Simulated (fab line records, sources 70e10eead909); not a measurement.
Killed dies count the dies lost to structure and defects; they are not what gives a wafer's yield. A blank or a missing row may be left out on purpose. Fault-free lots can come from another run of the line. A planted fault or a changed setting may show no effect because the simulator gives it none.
Problem report, 8D (eight disciplines) form, completed by code    flow nand-harc    the parts of the form that need people (team, actions taken, sign-off) are left out

## 1. THE PROBLEM
Mean of killed-at-periphery at NHARC_END_SORT_01: 83.2 across 9 wafers in 3 lots; on wafers with no fault it is 3.2 (standard deviation 2.2). Measured from the usual mean, that is +36 standard deviations.
The first sign was on wafer L295.2 at day 23 14:11, on prober-01. The record has a number at this step for 9 wafers belonging to 3 lots. Rule for "out", or "out of limits": more than 4 standard deviations from the usual mean. The other wafers with a number count as sound.

## 2. WHAT IT IS AND WHAT IT IS NOT
question                     is                                is not
which readings at this step  killed-at-periphery, killed-dies  killed-at-array, killed-at-other, killed-short
which lots                   L295, L297, L298                  -
which wafers of those lots   all that have a number            -
read on which gauges         prober-01, prober-02              -
when                         from day 23 14:11                 up to then (0 sound wafers)

## 3. SUSPECTS, AND WHAT RULES EACH OUT
Counting: a tool at a process step up to the reading stays a suspect if it ran every lot that is out and no sound lot after the first of them.
- ruled out: the gauge at NHARC_END_SORT_01. Those wafers that are out were read across 2 gauges (prober-01, prober-02).
- har-cap-etch-03 at NHARC_A_CONTACT_ETCH_117 (etches the open film in C4F8/O2/Ar, time 94 s, target depth 922 nm): kept. It ran every lot that is out, first L295 (day 20 11:39), and no sound lot after that.
- pvd-sputter-03 at NHARC_THIN_TSV_DEGAS_53 (time 60 s): kept. It ran every lot that is out, first L295 (day 23 03:24), and no sound lot after that.
Left after counting: har-cap-etch-03 at NHARC_A_CONTACT_ETCH_117, pvd-sputter-03 at NHARC_THIN_TSV_DEGAS_53.

## 4. THE CAUSE (what the simulator had put in)
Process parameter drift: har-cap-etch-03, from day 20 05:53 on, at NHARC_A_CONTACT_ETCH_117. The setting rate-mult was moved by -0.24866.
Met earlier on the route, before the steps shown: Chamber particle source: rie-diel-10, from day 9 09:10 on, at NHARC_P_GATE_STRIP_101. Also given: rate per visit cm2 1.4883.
After counting, 2 suspects remain, this tool included.

## 5. THE CHAIN OF EFFECTS, in route order
Each row: a reading whose mean over the struck wafers that have a number lies more than 3 standard deviations from the usual. Scope: only readings with a usual standard deviation given in the record; hours: median across lots of the time from each lot's start at the first step in this table that gives one to its start at this step; sigmas: change in usual standard deviations.
hours  step               reading              usual  on struck wafers  change  sigmas
0      NHARC_END_SORT_01  killed-at-periphery  3.2    83.2              +80.0   +36
0      NHARC_END_SORT_01  killed-dies          30     111               +81     +9.6

## 6. HOW IT WOULD HAVE BEEN CAUGHT EARLIER
80 hours passed between the start of the fault at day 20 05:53 and the first reading out of limits at a measuring or inspecting step in this record, taken at day 23 14:11.
By day 23 14:11, every lot that is out (3) had started NHARC_A_CONTACT_ETCH_117 on har-cap-etch-03. Tool hold at that time: it would have spared none of them.
